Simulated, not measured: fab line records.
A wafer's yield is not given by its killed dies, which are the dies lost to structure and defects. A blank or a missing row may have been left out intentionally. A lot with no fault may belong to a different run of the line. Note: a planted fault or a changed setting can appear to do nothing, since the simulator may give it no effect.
Comparing a struck lot with a sound one -- flow nandHarc -- 15 steps out of a route of 1159
Sound: the wafers L323.2, L323.3, L323.5. The struck wafers were L325.3, L325.4, L325.6. At the end, the cause is stated.
Order at every step that has rows: each side's tool, ch and its chambers, its first start. Under that, the readings that differ: sound wafers -- struck wafers -- difference of the means -- sigmas: that difference in standard deviations of wafers without a fault.
alike: readings with means less than 2 such deviations apart, plus words and numbers identical on both sides. not compared: withheld readings, readings lacking a value on some wafer, bounds such as >300 that could conceal the same value, and numbers that have no deviation in the record and whose values overlap.
The two part at a step that has a row with sigmas, a row that says differs or no value, or rows on one side only. Numbers that don't overlap but have no deviation are shown without sigmas and don't part them. A reading that every wafer of one side lacks parts them only if that side has two wafers or more.

NHARC_P_M0_INSPECT_11:
  sound on defectInspect-02 at day 7 21:10; struck on defectInspect-01 at day 8 03:56
  alike: rawDefectCount
NHARC_P_M0_DESCUM_14: chemistry O2, time 3 s.
  sound on rieDiel-02 ch 0,1,2, day 7 21:13; struck on rieDiel-02 ch 0,1, day 8 04:00
  alike: drypumpMotorCurrentA, oesProductAu, rfVppV, showerheadPlenumPTorr, throttleValvePct
  not compared: rfHoursCounterH
NHARC_P_M0_ETCH_34: etches the open film in N2/H2, target depth 40 nm, overetch 12 nm, time 43.94 s.
  sound on rieDiel-02 ch 0,2,3, day 7 21:19; struck on rieDiel-02 ch 1,3, day 8 04:05
  alike: biasW, drypumpMotorCurrentA, oesProductAu, rfVppV, showerheadPlenumPTorr, throttleValvePct
  not compared: rfHoursCounterH
NHARC_P_M0_ETCH_15: etches the open film in C4F8/Ar, target depth 150 nm, overetch 15 nm, time 82.5 s.
  sound: rieDiel-02 ch 0,3; struck: rieDiel-02 ch 0,2
  alike: biasW, oesProductAu, rfVppV
  not compared: rfHoursCounterH
NHARC_P_M0_CD_MEAS_16:
  sound on cdSem-03 at day 7 21:32; struck on cdSem-02 at day 8 04:19
  alike: cdNm
then, 4 steps without rows for these wafers: NHARC_P_M0_STRIP_18 (strips in N2/H2); NHARC_P_M0_STRIP_19 (strips in post etch residue remover, time 600 s); NHARC_P_M0_DEGAS_28 (time 60 s); NHARC_P_M0_PRE_CLEAN_29 (time 30 s).
NHARC_P_M0_PVD_20: deposits TaN, target thk 5 nm, time 8.06 s.
  sound on pvdSputter-03; struck on pvdSputter-02
  alike: throttleValvePct
NHARC_P_M0_PVD_21: deposits Cu, target thk 30 nm, time 20.49 s.
  sound on pvdSputter-03; struck on pvdSputter-02
  alike: throttleValvePct
then, 1 step without rows for these wafers: NHARC_P_M0_ECD_22 (material Cu, target thk 400 nm).
NHARC_P_M0_ANNEAL_30: time 90 s.
  struck on rtpAnneal-02, day 8 05:46; sound on rtpAnneal-02 ch 0, day 7 22:56
  no value came back on the struck wafers for annealTempC (C), annealTempCMax, wafer_temp_C_max; on the sound wafers annealTempC (C) reads 224.95 225.18 224.90
then, 2 steps without rows for these wafers: NHARC_P_M0_CMP_23 (polishes, t overpolish 20 s, target thk 117.53 nm); NHARC_END_SORT_01.

== WHERE THEY PART ==
Only at NHARC_P_M0_ANNEAL_30, within this record.

WHY: what the simulator had put in
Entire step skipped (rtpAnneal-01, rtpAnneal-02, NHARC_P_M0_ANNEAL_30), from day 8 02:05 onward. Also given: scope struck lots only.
